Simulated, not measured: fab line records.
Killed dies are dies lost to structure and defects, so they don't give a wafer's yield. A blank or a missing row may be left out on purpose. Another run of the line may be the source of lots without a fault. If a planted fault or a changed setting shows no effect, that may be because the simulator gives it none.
Chamber matching -- flow n5-finfet -- 4 sister chambers for N5_BEOL_M11_ALD_74 on ald-metal-03
The step deposits TaN, target thk 2 nm, pulse time 2 s, purge time 3 s. 4 wafers are shown with their chamber, then 11 later ones without.

WAFERS PAIRED WITH THEIR CHAMBERS
wafer,chamber,heater-power-w (W)
L087.1,3,332
L092.2,1,412
L092.4,0,378
L093.1,2,471

WAFERS WITHOUT THEIR CHAMBER
wafer,heater-power-w (W)
L093.3,328
L093.6,475
L094.2,489
L094.3,389
L094.5,412
L095.1,416
L095.3,335
L095.4,376
L096.1,412
L096.3,332
L096.5,328

WHICH CHAMBER EACH ONE RAN IN
wafer,from the rows above,in truth
L093.3,3,3
L093.6,2,2
L094.2,2,2
L094.3,can't be placed: 0 or 1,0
L094.5,1,1
L095.1,1,1
L095.3,3,3
L095.4,0,0
L096.1,1,1
L096.3,3,3
L096.5,3,3
Placed correctly: 10 of 11. Not placeable from these rows: 1 (in 1, the candidates include the true chamber). Placed wrongly: 0.
How it was worked out, from the rows above alone: a wafer's distance from a chamber is the root of the sum, over the readings, of the square of ((its reading less the chamber's mean) divided by the reading's scatter). If the next closest chamber is less than 2 further off than the closest, the wafer can't be placed; otherwise it belongs to the closest. The mean given for a chamber averages the wafers shown for that chamber. The scatter: with one shown wafer a chamber, the root of the mean of the squares of how far each hidden wafer lies from its nearest shown one.
